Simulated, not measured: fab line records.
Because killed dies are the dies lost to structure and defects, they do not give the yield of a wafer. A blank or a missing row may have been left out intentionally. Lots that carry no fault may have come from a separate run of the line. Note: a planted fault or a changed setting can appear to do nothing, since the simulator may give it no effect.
The tool behind it: which one? | flow nand_harc | Sampling: 13 lots, 39 wafers, 5 of 1302 route steps

== WHAT THE GAUGES READ, wafer by wafer ==
NHARC_A_M1_INSPECT_27.
lot  | measured     | on                | raw_defect_count
L361 | day 23 13:10 | defect_inspect-02 | 398 673 667
L359 | day 23 15:32 | defect_inspect-01 | 317 428 493
L363 | day 24 17:20 | defect_inspect-02 | 505 640 678
L364 | day 24 21:20 | defect_inspect-02 | 385 403 520
L367 | day 25 11:22 | defect_inspect-01 | 620 525 495
L365 | day 25 14:30 | defect_inspect-02 | 369 427 462
L374 | day 29 04:52 | defect_inspect-01 | 581 614 658
L373 | day 29 12:26 | defect_inspect-01 | 436 279 412
L376 | day 31 04:18 | defect_inspect-01 | 470 543 604
L379 | day 31 14:46 | defect_inspect-02 | 677 494 565
L380 | day 31 20:39 | defect_inspect-02 | 867 455 424
L381 | day 31 21:02 | defect_inspect-01 | 576 503 416
L382 | day 32 10:01 | defect_inspect-01 | 501 471 411

NHARC_END_SORT_01.
lot  | measured     | on        | defect_limited_yield (%) | killed_at_array | killed_at_other | killed_at_periphery | killed_dies | killed_open | killed_short
L361 | day 25 07:01 | prober-01 | 93 92 92                 | 39 46 48        | 0 1 0           | 11 8 6              | 50 55 54    | 3 3 4       | 3 4 4
L359 | day 25 13:59 | prober-01 | 97 96 95                 | 16 22 24        | 0 1 4           | 1 4 3               | 17 27 31    | 2 4 3       | 1 4 3
L363 | day 26 02:43 | prober-01 | 87 86 86                 | 81 91 90        | 2 3 2           | 4 1 3               | 87 95 95    | 4 2 2       | 3 3 2
L364 | day 26 08:52 | prober-01 | 94 95 1                  | 34 31 663       | 2 1 2           | 3 5 2               | 39 37 667   | 5 4 2       | 5 2 1
L365 | day 26 21:58 | prober-02 | 91 0 1                   | 56 672 662      | 0 1 2           | 4 1 4               | 60 674 668  | 4 3 1       | 5 0 0
L374 | day 30 13:35 | prober-02 | 88 87 87                 | 75 82 83        | 2 0 0           | 4 4 3               | 81 86 86    | 4 4 3       | 3 5 2
L373 | day 30 20:33 | prober-01 | 90 92 93                 | 57 47 44        | 3 1 3           | 6 5 2               | 66 53 49    | 1 3 3       | 2 1 2
L376 | day 32 17:28 | prober-01 | 92 91 90                 | 48 56 61        | 1 0 0           | 4 3 5               | 53 59 66    | 5 4 4       | 1 5 1
L379 | day 33 04:23 | prober-02 | 87 88 87                 | 88 80 83        | 0 2 2           | 3 2 3               | 91 84 88    | 3 4 1       | 1 0 2
L380 | day 33 18:29 | prober-01 | 92 90 90                 | 51 60 67        | 0 0 0           | 5 6 3               | 56 66 70    | 2 1 5       | 4 3 4
L381 | day 33 13:04 | prober-02 | 94 95 95                 | 35 25 30        | 2 2 1           | 7 6 3               | 44 33 34    | 5 6 3       | 3 2 3
L382 | day 33 20:02 | prober-02 | 95 96 95                 | 23 23 25        | 3 2 3           | 5 2 3               | 31 27 31    | 2 7 2       | 2 0 3

== WHICH TOOL RAN EACH LOT (tool, then ch and the chambers of the sampled wafers, then the start) ==
lot  | NHARC_A_BONDPAD_ETCH_12            | NHARC_A_BONDPAD_STRIP_15           | NHARC_A_BONDPAD_ANNEAL_28
L361 | rie_diel-13 ch 1,2,3, day 23 15:30 | rie_diel-13 ch 2,3, day 23 15:42   | rtp_anneal-02 ch 0, day 23 17:04
L359 | rie_diel-13 ch 0,3, day 23 17:43   | rie_diel-13 ch 0,1,2, day 23 17:57 | rtp_anneal-02 ch 0, day 23 19:14
L363 | rie_diel-13 ch 1,2,3, day 24 19:31 | rie_diel-13 ch 1,2,3, day 24 19:44 | rtp_anneal-01 ch 0, day 24 21:07
L364 | rie_diel-13 ch 0,2,3, day 24 23:38 | rie_diel-13 ch 0,1,3, day 24 23:52 | rtp_anneal-01 ch 0, day 25 01:08
L367 | rie_diel-13 ch 0,2,3, day 25 13:40 | rie_diel-13 ch 0,2,3, day 25 13:54 | rtp_anneal-01 ch 0, day 25 15:09
L365 | rie_diel-13 ch 0,3, day 25 16:49   | rie_diel-13 ch 2,3, day 25 17:03   | rtp_anneal-02 ch 0, day 25 18:19
L374 | rie_diel-13 ch 1,2,3, day 29 07:16 | rie_diel-13 ch 0,3, day 29 07:29   | rtp_anneal-01 ch 0, day 29 08:46
L373 | rie_diel-13 ch 0,3, day 29 14:50   | rie_diel-13 ch 0,1,3, day 29 15:04 | rtp_anneal-01 ch 0, day 29 16:22
L376 | rie_diel-13 ch 0,2,3, day 31 06:30 | rie_diel-13 ch 0,1,3, day 31 06:43 | rtp_anneal-02 ch 0, day 31 08:00
L379 | rie_diel-13 ch 0,1,2, day 31 17:05 | rie_diel-13 ch 0,1,3, day 31 17:18 | rtp_anneal-02 ch 0, day 31 18:35
L380 | rie_diel-04 ch 0,3, day 31 23:06   | rie_diel-04 ch 1,2,3, day 31 23:22 | rtp_anneal-01 ch 0, day 32 00:43
L381 | rie_diel-13 ch 1,2,3, day 31 23:20 | rie_diel-13 ch 1,2,3, day 31 23:33 | rtp_anneal-01 ch 0, day 32 00:58
L382 | rie_diel-13 ch 0,2, day 32 12:12   | rie_diel-13 ch 0,2, day 32 12:25   | rtp_anneal-02 ch 0, day 32 13:41
- NHARC_A_BONDPAD_ETCH_12: etches the open film in CHF3/O2, target depth 220 nm, time 110 s.
- NHARC_A_BONDPAD_STRIP_15: strips in O2.
- NHARC_A_BONDPAD_ANNEAL_28: time 90 s.

== WHAT THE TOOLS THEMSELVES READ (means of the sampled wafers that have a number; where no wafer has one, the mark that the record gives instead) ==
NHARC_A_BONDPAD_ETCH_12.
lot  | tool        | drypump_motor_current_A (A) | oes_product_au (a.u.) | rf_vpp_V (V) | run_length_s (s) | showerhead_plenum_p_Torr (Torr) | throttle_valve_pct (%)
L361 | rie_diel-13 | 5.9                         | 0.980                 | 367.8        | 131.0            | 2.30                            | 20.570
L359 | rie_diel-13 | 6.1                         | 0.956                 | 367.8        | 131.4            | 2.27                            | 20.566
L363 | rie_diel-13 | 5.9                         | 0.956                 | 368.6        | 131.1            | 2.30                            | 20.568
L364 | rie_diel-13 | 6.3                         | 0.955                 | 368.9        | 126.5            | 2.32                            | 20.577
L367 | rie_diel-13 | 6.2                         | 0.913                 | 367.7        | 126.4            | 2.32                            | 20.569
L365 | rie_diel-13 | 6.1                         | 0.951                 | 368.6        | 122.3            | 2.30                            | 20.580
L374 | rie_diel-13 | 5.9                         | 0.959                 | 367.5        | 131.1            | 2.30                            | 20.576
L373 | rie_diel-13 | 6.0                         | 0.965                 | 367.8        | 131.3            | 2.27                            | 20.563
L376 | rie_diel-13 | 6.3                         | 0.964                 | 368.9        | 131.2            | 2.32                            | 20.581
L379 | rie_diel-13 | 5.9                         | 0.965                 | 368.0        | 131.2            | 2.32                            | 20.577
L380 | rie_diel-04 | 5.2                         | 0.921                 | 367.6        | 131.4            | 2.28                            | 20.571
L381 | rie_diel-13 | 5.9                         | 0.976                 | 368.0        | 131.1            | 2.30                            | 20.564
L382 | rie_diel-13 | 6.2                         | 0.936                 | 369.3        | 131.3            | 2.34                            | 20.586

NHARC_A_BONDPAD_STRIP_15.
lot  | tool        | drypump_motor_current_A (A) | oes_product_au (a.u.) | rf_vpp_V (V) | showerhead_plenum_p_Torr (Torr) | throttle_valve_pct (%)
L361 | rie_diel-13 | 6.3                         | 1.005                 | 56.8         | 3.38                            | 17.033
L359 | rie_diel-13 | 5.9                         | 1.003                 | 57.6         | 3.41                            | 17.039
L363 | rie_diel-13 | 6.0                         | 0.999                 | 57.4         | 3.38                            | 17.037
L364 | rie_diel-13 | 5.7                         | 0.980                 | 58.6         | 3.34                            | 17.046
L367 | rie_diel-13 | 6.3                         | 0.977                 | 57.9         | 3.41                            | 17.039
L365 | rie_diel-13 | 6.6                         | 0.994                 | 57.3         | 3.45                            | 17.035
L374 | rie_diel-13 | 6.0                         | 0.992                 | 58.5         | 3.34                            | 17.039
L373 | rie_diel-13 | 5.7                         | 0.996                 | 57.4         | 3.34                            | 17.040
L376 | rie_diel-13 | 5.8                         | 0.998                 | 57.6         | 3.34                            | 17.030
L379 | rie_diel-13 | 5.7                         | 0.993                 | 57.6         | 3.34                            | 17.036
L380 | rie_diel-04 | 5.6                         | 1.002                 | 58.6         | 3.56                            | 17.037
L381 | rie_diel-13 | 5.9                         | 1.005                 | 57.1         | 3.38                            | 17.043
L382 | rie_diel-13 | 6.5                         | 0.996                 | 57.7         | 3.48                            | 17.041

NHARC_A_BONDPAD_ANNEAL_28.
lot  | tool          | wafer_temp_C_max
L361 | rtp_anneal-02 | 226.40
L359 | rtp_anneal-02 | 226.41
L363 | rtp_anneal-01 | 226.24
L364 | rtp_anneal-01 | 226.12
L367 | rtp_anneal-01 | 226.07
L365 | rtp_anneal-02 | 226.33
L374 | rtp_anneal-01 | 225.97
L373 | rtp_anneal-01 | 226.31
L376 | rtp_anneal-02 | 226.42
L379 | rtp_anneal-02 | 226.35
L380 | rtp_anneal-01 | 226.26
L381 | rtp_anneal-01 | 226.25
L382 | rtp_anneal-02 | 226.40

== THE ANSWER, worked out from the rows above alone ==
Rule: usual is defined by the lots themselves. The widest of any qualifying gaps counts: lots, ordered by their means at a reading, are off when they make up no more than a third of the lots, leave a main group of 4 or more, and stand apart from it by 3 or more times the standard deviation of that group's means. A main group whose means are all the same, to the digits that the tables above print for the reading, isn't used. A lot without any number at a reading at which 4 lots or more have one is off too. Any other lot the step has rows for is counted as sound. The gauges are gone through in route order, then the tools' own readings, and for those a lot's mean is taken as printed above. The first step at which some lot is off is used, and at that step the reading that is off furthest; a lot without a number counts as furthest.
Off: L364, L365, at NHARC_END_SORT_01 (defect_limited_yield). Mean 91 % and standard deviation 3.3 in the main group. Neither off nor sound, because the step has no rows for them: L367.
A tool fits if, at a process step before that reading, it ran every lot that is off, and no sound lot after the first of them. The gauges at NHARC_END_SORT_01 aren't tried: what is off there is off at NHARC_A_BONDPAD_ETCH_12 too, on other tools, and a gauge's error can't cause that. Not one of the candidates tried fits.

== WHAT THE SIMULATOR PUT IN ==
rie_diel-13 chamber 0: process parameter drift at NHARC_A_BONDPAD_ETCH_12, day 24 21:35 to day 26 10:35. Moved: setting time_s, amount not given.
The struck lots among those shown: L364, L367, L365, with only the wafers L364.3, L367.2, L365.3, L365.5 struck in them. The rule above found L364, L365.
